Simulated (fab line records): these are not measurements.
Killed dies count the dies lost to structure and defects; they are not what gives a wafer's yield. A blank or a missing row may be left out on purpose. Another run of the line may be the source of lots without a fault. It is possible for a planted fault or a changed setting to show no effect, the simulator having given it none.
fab line records	flow nand_harc	part 1 of 2: steps 1 to 3 of 6
[record] lots = 24	wafers = 72	last_day = 25
route steps=1159 shown A_STAIRCASE@561
lots with no fault: from the same line, run without faults
start_h: hours from the record's first day to the start of the lot's first wafer shown	wait_h: time in hours since the lot's previous step	" the same as in the row above	L1.1+2: a single row standing in for several wafers	- no value, or no start was given	* or withheld: withheld	< > ~ a bound
route shown NAME@n: names a module that has steps shown in the file, with the first one's number in the route	usual: mean/standard deviation taken from wafers without a fault	same: alike in all rows	chamber/n: place in a boat	sites: readings site by site	_std_site: the standard deviation of these	_edge_site: the outer-site mean with the inner-site mean subtracted	radius_mm: how far each site lies from the wafer's centre	mask NAME#n: copy n	behind: the tool/chamber that last shaped the wafer	hold: cause of the lot's hold/its duration in hours/its outcome	device: names the non-switching transistor (n, p or np)	end of line: tests of these same wafers at the route's end	for a step that has no rows: nothing shown but its recipe	killed: the dies lost at the first sort to structure and to defects; this is not the yield of the wafer	map: shows each die of a wafer: x if killed, . if not, _ if none is there
set.NAME: the setting as run; set.NAME@STEP: as run at that earlier step	model.NAME: the simulator's own value behind a step, which no gauge read
one table for each step of the route and one row for each wafer, over a sample of lots
services: a tool's chamber out of use, with start hour (start_h, from the record's first day; less than 0 if before it), hours out, and reason
[[steps]]
[step NHARC_A_STAIRCASE_TRIM_24]
[recipe] time_s = 211.2	o2_flow_sccm = 500	ar_flow_sccm = 0	bias_w = 0	chemistry = O2
[usual] drypump_motor_current_A = 6.1/0.34	oes_product_au = 0.999/0.011	rf_vpp_V = 57.8/0.9	showerhead_plenum_p_Torr = 3.53/0.13	throttle_valve_pct = 17.038/0.0094
[same] bias_w = 0
lot.wafer	tool	chamber	start_h	wait_h	drypump_motor_current_A	oes_product_au	rf_hours_counter_h	rf_vpp_V	showerhead_plenum_p_Torr	throttle_valve_pct
L075.3	rie_diel-06	0	-	-	6.4	0.991	59	57.1	3.37	17.037
L075.1	"	1	"	"	6.3	0.979	58	58.1	3.52	17.042
L075.6	"	0	"	"	6.4	0.994	-	57.1	3.37	17.051
L074.1	rie_diel-06	3	-	-	5.7	0.998	64	56.0	3.61	17.017
L074.4	"	2	"	"	6.5	0.998	63	57.2	3.60	17.032
L074.5	"	3	"	"	5.7	1.003	-	58.1	3.61	17.056
L078.4	rie_diel-06	2	-	-	6.5	0.980	0	58.5	3.60	17.038
L078.3	"	0	"	"	6.3	1.019	0	57.3	3.37	17.033
L078.1	"	1	"	"	6.2	0.997	0	57.2	3.52	17.037
L076.2	rie_diel-02	3	-	-	5.9	0.991	39	57.1	3.28	17.026
L076.4	"	2	"	"	6.3	0.983	39	58.0	3.61	17.035
L076.6	"	0	"	"	5.7	0.983	-	57.3	3.28	17.035
L077.4	rie_diel-06	3	-	-	5.7	1.012	3	58.2	3.60	17.021
L077.2	"	1	"	"	6.2	0.998	4	57.7	3.51	17.030
L077.5	"	0	"	"	6.3	1.000	-	57.5	3.37	17.029
L079.3	rie_diel-02	3	-	-	5.8	0.996	45	56.5	3.28	17.036
L079.2	"	0	"	"	5.7	0.989	45	57.0	3.27	17.024
L079.6	"	0	"	"	5.7	0.989	-	56.6	3.27	17.040
L080.2	rie_diel-06	2	-	-	6.5	0.985	7	56.8	3.59	17.044
L080.5	"	0	"	"	6.4	1.010	-	57.9	3.37	17.041
L080.6	"	1	"	"	6.3	0.996	-	56.1	3.51	17.045
L081.1	rie_diel-06	1	-	-	6.2	1.005	12	59.1	3.51	17.037
L081.4	"	0	"	"	6.3	1.019	13	57.8	3.37	17.031
L081.6	"	1	"	"	6.2	1.010	-	57.7	3.51	17.035
L082.3	rie_diel-06	0	-	-	6.3	1.012	16	58.9	3.36	17.049
L082.2	"	2	"	"	6.4	0.994	14	58.1	3.59	17.046
L082.5	"	3	"	"	5.8	1.018	-	58.5	3.60	17.036
L085.3	rie_diel-02	1	-	-	6.7	0.986	52	58.0	3.67	17.047
L085.1	"	0	"	"	5.7	0.988	57	57.0	3.27	17.042
L085.6	"	2	"	"	6.3	0.985	-	57.3	3.60	17.051
L083.1	rie_diel-06	0	-	-	6.4	1.006	20	58.4	3.36	17.025
L083.2	"	1	"	"	6.3	1.006	19	57.5	3.51	17.049
L083.3	"	3	"	"	5.7	1.008	19	56.3	3.60	17.044
L084.2	rie_diel-06	3	-	-	5.7	1.006	19	58.5	3.60	17.040
L084.1	"	0	"	"	6.3	1.016	20	56.4	3.36	17.055
L084.6	"	2	"	"	6.4	0.989	-	58.3	3.59	17.042
L086.1	rie_diel-07	2	-	-	6.1	0.998	30	58.5	3.75	17.037
L086.4	"	0	"	"	6.3	1.001	32	58.8	3.67	17.032
L086.6	"	3	"	"	5.5	0.990	-	58.5	3.68	17.035
L087.4	rie_diel-06	1	-	-	6.3	1.003	25	57.1	3.50	17.038
L087.3	"	2	"	"	6.4	0.988	22	59.0	3.59	17.045
L087.5	"	2	"	"	6.5	0.987	-	58.0	3.59	17.041
L088.3	rie_diel-06	1	-	-	6.3	0.996	26	57.5	3.50	17.035
L088.1	"	3	"	"	5.8	0.989	27	58.8	3.59	17.036
L088.6	"	2	"	"	6.5	0.995	-	57.1	3.59	17.036
L089.3	rie_diel-07	3	-	-	5.5	0.998	32	59.5	3.67	17.039
L089.5	"	2	"	"	6.0	1.001	-	57.5	3.75	17.035
L089.6	"	3	"	"	5.5	0.988	-	57.1	3.67	17.040
L090.1	rie_diel-06	0	-	-	6.4	1.005	34	56.6	3.35	17.045
L090.3	"	1	"	"	6.2	1.010	32	57.5	3.50	17.038
L090.6	"	0	"	"	6.4	1.014	-	57.5	3.35	17.037
L091.3	rie_diel-07	1	-	-	5.4	1.008	32	57.0	3.48	17.044
L091.1	"	2	"	"	6.1	1.016	36	60.2	3.75	17.041
L091.4	"	0	"	"	6.3	1.006	40	57.0	3.67	17.037
L092.3	rie_diel-07	0	-	-	6.3	1.013	43	58.0	3.67	17.034
L092.1	"	1	"	"	5.4	1.020	35	56.1	3.48	17.036
L092.6	"	1	"	"	5.4	1.015	-	56.5	3.48	17.047
L093.4	rie_diel-06	0	-	-	6.4	1.012	39	57.8	3.35	17.028
L093.2	"	1	"	"	6.3	1.010	37	58.6	3.50	17.037
L093.5	"	2	"	"	6.4	0.984	-	57.3	3.58	17.055
L094.1	rie_diel-02	1	-	-	6.7	1.010	11	57.6	3.66	17.030
L094.3	"	3	"	"	5.9	1.000	11	58.9	3.80	17.020
L094.5	"	1	"	"	6.7	1.011	-	58.4	3.66	17.033
L096.1	rie_diel-06	3	-	-	5.7	0.996	42	57.9	3.58	17.029
L096.5	"	3	"	"	5.7	1.003	-	58.6	3.58	17.052
L096.6	"	0	"	"	6.4	1.005	-	56.8	3.35	17.045
L095.2	rie_diel-06	2	-	-	6.4	0.983	39	58.5	3.58	17.051
L095.1	"	0	"	"	6.3	1.007	46	57.4	3.35	17.027
L095.3	"	1	"	"	6.2	0.999	44	56.8	3.49	17.050
L097.3	rie_diel-06	2	-	-	6.4	0.996	45	57.4	3.57	17.040
L097.2	"	1	"	"	6.3	1.012	50	59.2	3.49	17.035
L097.5	"	0	"	"	6.3	1.006	-	56.9	3.34	17.049
[step NHARC_A_STAIRCASE_TRIM_26]
[recipe] time_s = 211.2	o2_flow_sccm = 500	ar_flow_sccm = 0	bias_w = 0	chemistry = O2
[usual] drypump_motor_current_A = 6.1/0.34	oes_product_au = 0.999/0.01	rf_vpp_V = 57.9/0.87	showerhead_plenum_p_Torr = 3.53/0.13	throttle_valve_pct = 17.035/0.0092
[same] bias_w = 0
lot.wafer	tool	chamber	start_h	wait_h	drypump_motor_current_A	oes_product_au	rf_hours_counter_h	rf_vpp_V	showerhead_plenum_p_Torr	throttle_valve_pct
L075.3	rie_diel-06	2	-	-	6.5	1.008	62	58.6	3.60	17.055
L075.1	"	0	"	"	6.3	1.006	59	58.0	3.37	17.020
L075.6	"	1	"	"	6.3	0.993	-	58.0	3.52	17.037
L074.4	rie_diel-06	3	-	-	5.8	1.005	64	59.0	3.61	17.041
L074.1	"	1	"	"	6.2	0.988	59	57.8	3.52	17.028
L074.5	"	2	"	"	6.4	1.015	-	58.8	3.60	17.035
L078.1	rie_diel-06	0	-	-	6.4	1.006	1	58.1	3.37	17.046
L078.4	"	1	"	"	6.2	1.009	2	57.1	3.52	17.051
L078.3	"	2	"	"	6.4	0.992	2	60.6	3.60	17.032
L076.4	rie_diel-02	2	-	-	6.3	0.993	39	59.2	3.61	17.022
L076.2	"	0	"	"	5.7	0.981	39	56.0	3.28	17.029
L076.6	"	2	"	"	6.3	0.979	-	59.2	3.61	17.025
L077.2	rie_diel-06	1	-	-	6.2	1.006	4	56.8	3.51	17.047
L077.4	"	3	"	"	5.8	0.990	4	58.2	3.60	17.036
L077.5	"	0	"	"	6.3	1.003	-	57.3	3.37	17.025
L079.3	rie_diel-02	3	-	-	5.9	0.987	46	57.9	3.28	17.032
L079.2	"	2	"	"	6.3	0.988	44	57.5	3.61	17.048
L079.6	"	0	"	"	5.7	0.990	-	55.7	3.27	17.030
L080.2	rie_diel-06	3	-	-	5.7	0.995	7	56.3	3.60	17.047
L080.5	"	0	"	"	6.3	1.001	-	57.3	3.37	17.027
L080.6	"	1	"	"	6.2	1.004	-	58.7	3.51	17.036
L081.4	rie_diel-06	0	-	-	6.4	1.010	13	57.3	3.37	17.039
L081.1	"	3	"	"	5.8	0.996	12	57.9	3.60	17.048
L081.6	"	1	"	"	6.2	1.010	-	57.0	3.51	17.038
L082.3	rie_diel-06	2	-	-	6.4	0.991	14	59.4	3.59	17.042
L082.2	"	3	"	"	5.7	1.006	15	57.5	3.60	17.035
L082.5	"	2	"	"	6.5	0.989	-	58.0	3.59	17.036
L083.1	rie_diel-06	2	-	-	6.4	0.997	15	59.1	3.59	17.036
L083.3	"	0	"	"	6.3	1.020	20	58.0	3.36	17.032
L083.2	"	1	"	"	6.2	1.009	19	57.4	3.51	17.032
L085.1	rie_diel-02	0	-	-	5.7	0.985	57	58.1	3.27	17.032
L085.3	"	2	"	"	6.3	0.990	58	58.6	3.60	17.037
L085.6	"	0	"	"	5.7	0.980	-	56.9	3.27	17.062
L084.2	rie_diel-06	1	-	-	6.3	1.003	20	57.2	3.51	17.045
L084.1	"	2	"	"	6.4	0.986	15	58.8	3.59	17.036
L084.6	"	3	"	"	5.7	0.989	-	56.8	3.60	17.041
L086.4	rie_diel-07	3	-	-	5.5	0.990	30	56.9	3.68	17.032
L086.1	"	0	"	"	6.3	1.005	32	57.1	3.67	17.026
L086.6	"	1	"	"	5.4	1.011	-	56.2	3.49	17.024
L087.4	rie_diel-06	1	-	-	6.3	1.003	26	57.9	3.50	17.035
L087.3	"	3	"	"	5.8	0.991	26	57.9	3.59	17.025
L087.5	"	1	"	"	6.3	1.006	-	57.7	3.50	17.052
L088.1	rie_diel-06	1	-	-	6.3	1.002	26	57.4	3.50	17.036
L088.3	"	2	"	"	6.5	0.987	23	57.7	3.59	17.030
L088.6	"	2	"	"	6.4	0.986	-	56.1	3.59	17.019
L089.3	rie_diel-07	2	-	-	6.0	1.000	32	57.8	3.75	17.034
L089.5	"	2	"	"	6.1	0.992	-	59.0	3.75	17.042
L089.6	"	3	"	"	5.5	0.978	-	57.1	3.67	17.041
L090.3	rie_diel-06	2	-	-	6.4	0.998	27	57.1	3.58	17.034
L090.1	"	1	"	"	6.2	1.003	32	57.6	3.50	17.038
L090.6	"	3	"	"	5.7	0.994	-	59.5	3.59	17.037
L091.4	rie_diel-07	0	-	-	6.3	1.006	40	57.4	3.67	17.047
L091.1	"	1	"	"	5.4	1.008	33	57.0	3.48	17.030
L091.3	"	3	"	"	5.5	0.987	39	58.3	3.67	17.040
L092.1	rie_diel-07	0	-	-	6.3	1.005	43	58.0	3.67	17.033
L092.3	"	2	"	"	6.0	0.999	39	58.3	3.75	17.027
L092.6	"	0	"	"	6.3	1.004	-	57.8	3.67	17.032
L093.2	rie_diel-06	0	-	-	6.3	1.013	41	57.7	3.35	17.042
L093.4	"	0	"	"	6.3	1.013	-	57.9	3.35	17.050
L093.5	"	1	"	"	6.3	1.019	-	58.0	3.50	17.043
L094.1	rie_diel-02	1	-	-	6.7	1.012	11	57.6	3.66	17.037
L094.3	"	2	"	"	6.3	1.005	11	58.2	3.59	17.032
L094.5	"	3	"	"	5.8	1.008	-	56.9	3.80	17.038
L096.1	rie_diel-06	3	-	-	5.8	0.994	43	57.6	3.58	17.018
L096.6	"	0	"	"	6.3	0.997	-	57.5	3.35	17.033
L096.5	"	1	"	"	6.3	1.001	-	57.9	3.49	17.041
L095.3	rie_diel-06	1	-	-	6.3	1.012	44	57.5	3.49	17.046
L095.2	"	2	"	"	6.5	0.988	39	58.2	3.58	17.023
L095.1	"	3	"	"	5.7	1.000	45	59.0	3.58	17.032
L097.3	rie_diel-06	0	-	-	6.3	1.006	53	57.4	3.34	17.026
L097.2	"	1	"	"	6.3	1.007	50	58.2	3.49	17.049
L097.5	"	1	"	"	6.3	1.007	-	57.3	3.49	17.033
[step NHARC_A_STAIRCASE_ETCH_188]
[recipe] target_depth_a = 1000	time_s = 40.5	ion_energy_ev = 400	c4f8_flow_sccm = 20	o2_flow_sccm = 10	ar_flow_sccm = withheld	rf_w = 600	bias_w = 1000	chemistry = C4F8/O2
[usual] bias_w = 999.9/2.9	oes_product_au = 0.939/0.014	rf_vpp_V = 897/5.6
lot.wafer	tool	chamber	start_h	wait_h	bias_w	oes_product_au	rf_hours_counter_h	rf_vpp_V
L075.3	rie_diel-02	2	-	-	999.7	0.949	31	899
L075.1	"	3	"	"	1002.3	0.958	32	888
L075.6	"	0	"	"	997.2	0.939	-	887
L074.4	rie_diel-06	1	-	-	998.6	0.932	60	895
L074.1	"	2	"	"	999.3	0.936	64	898
L074.5	"	0	"	"	1006.7	0.934	-	892
L078.1	rie_diel-06	3	-	-	1002.8	0.947	2	900
L078.4	"	0	"	"	998.9	0.944	2	888
L078.3	"	1	"	"	996.6	0.944	3	895
L076.2	rie_diel-06	1	-	-	1001.6	0.930	3	896
L076.4	"	3	"	"	1001.0	0.923	3	899
L076.6	"	1	"	"	1001.0	0.923	-	894
L077.4	rie_diel-06	0	-	-	1002.4	0.954	4	890
L077.2	"	2	"	"	1003.7	0.936	5	899
L077.5	"	0	"	"	1000.4	0.952	-	889
L079.3	rie_diel-06	1	-	-	997.4	0.944	8	895
L079.2	"	3	"	"	996.6	0.937	7	898
L079.6	"	2	"	"	1003.5	0.937	-	897
L080.2	rie_diel-07	3	-	-	1004.9	0.933	12	901
L080.6	"	2	"	"	1002.0	0.949	-	905
L080.5	"	3	"	"	1003.4	0.933	-	901
L081.1	rie_diel-02	3	-	-	998.6	0.956	51	887
L081.4	"	1	"	"	996.2	0.932	46	903
L081.6	"	3	"	"	994.7	0.952	-	886
L082.2	rie_diel-02	1	-	-	1001.6	0.934	49	901
L082.3	"	3	"	"	1002.3	0.950	54	886
L082.5	"	1	"	"	1001.8	0.930	-	902
L083.1	rie_diel-06	2	-	-	1007.2	0.942	15	898
L083.3	"	3	"	"	1003.4	0.953	20	899
L083.2	"	0	"	"	998.9	0.959	21	891
L085.1	rie_diel-07	2	-	-	1001.0	0.942	21	904
L085.3	"	3	"	"	1001.4	0.934	22	901
L085.6	"	3	"	"	1004.9	0.941	-	902
L084.2	rie_diel-02	0	-	-	999.8	0.929	58	886
L084.1	"	2	"	"	998.5	0.941	58	900
L084.6	"	1	"	"	1001.8	0.955	-	904
L086.1	rie_diel-07	2	-	-	1000.9	0.951	30	905
L086.4	"	0	"	"	1006.8	0.962	32	900
L086.6	"	2	"	"	1002.7	0.954	-	905
L087.4	rie_diel-02	3	-	-	1000.9	0.919	67	887
L087.3	"	1	"	"	997.6	0.915	60	901
L087.5	"	2	"	"	999.0	0.911	-	897
L088.1	rie_diel-06	0	-	-	997.8	0.953	28	890
L088.3	"	1	"	"	995.6	0.959	27	894
L088.6	"	0	"	"	998.6	0.956	-	891
L089.3	rie_diel-07	3	-	-	1001.4	0.930	33	901
L089.6	"	0	"	"	999.6	0.948	-	901
L089.5	"	1	"	"	999.9	0.952	-	895
L090.3	rie_diel-07	2	-	-	1000.7	0.913	35	904
L090.1	"	3	"	"	996.8	0.905	38	902
L090.6	"	1	"	"	993.7	0.927	-	896
L091.1	rie_diel-02	3	-	-	1003.8	0.939	2	906
L091.3	"	1	"	"	995.3	0.942	2	900
L091.4	"	2	"	"	994.3	0.935	-	896
L092.3	rie_diel-07	3	-	-	1002.8	0.925	41	901
L092.1	"	1	"	"	1000.1	0.945	36	894
L092.6	"	3	"	"	1002.5	0.923	-	902
L093.2	rie_diel-02	2	-	-	995.7	0.939	11	897
L093.4	"	1	"	"	1001.3	0.945	-	900
L093.5	"	2	"	"	998.0	0.938	-	898
L094.3	rie_diel-02	3	-	-	1002.3	0.920	12	905
L094.1	"	1	"	"	998.6	0.934	12	900
L094.5	"	1	"	"	997.5	0.938	-	901
L096.1	rie_diel-07	2	-	-	999.8	0.949	47	903
L096.5	"	0	"	"	996.3	0.962	-	903
L096.6	"	1	"	"	1000.5	0.965	-	894
L095.3	rie_diel-02	1	-	-	1000.0	0.955	16	900
L095.2	"	2	"	"	995.9	0.958	16	898
L095.1	"	3	"	"	999.3	0.954	16	906
L097.3	rie_diel-06	2	-	-	1000.3	0.924	46	897
L097.2	"	0	"	"	995.6	0.927	53	890
L097.5	"	1	"	"	995.3	0.936	-	893
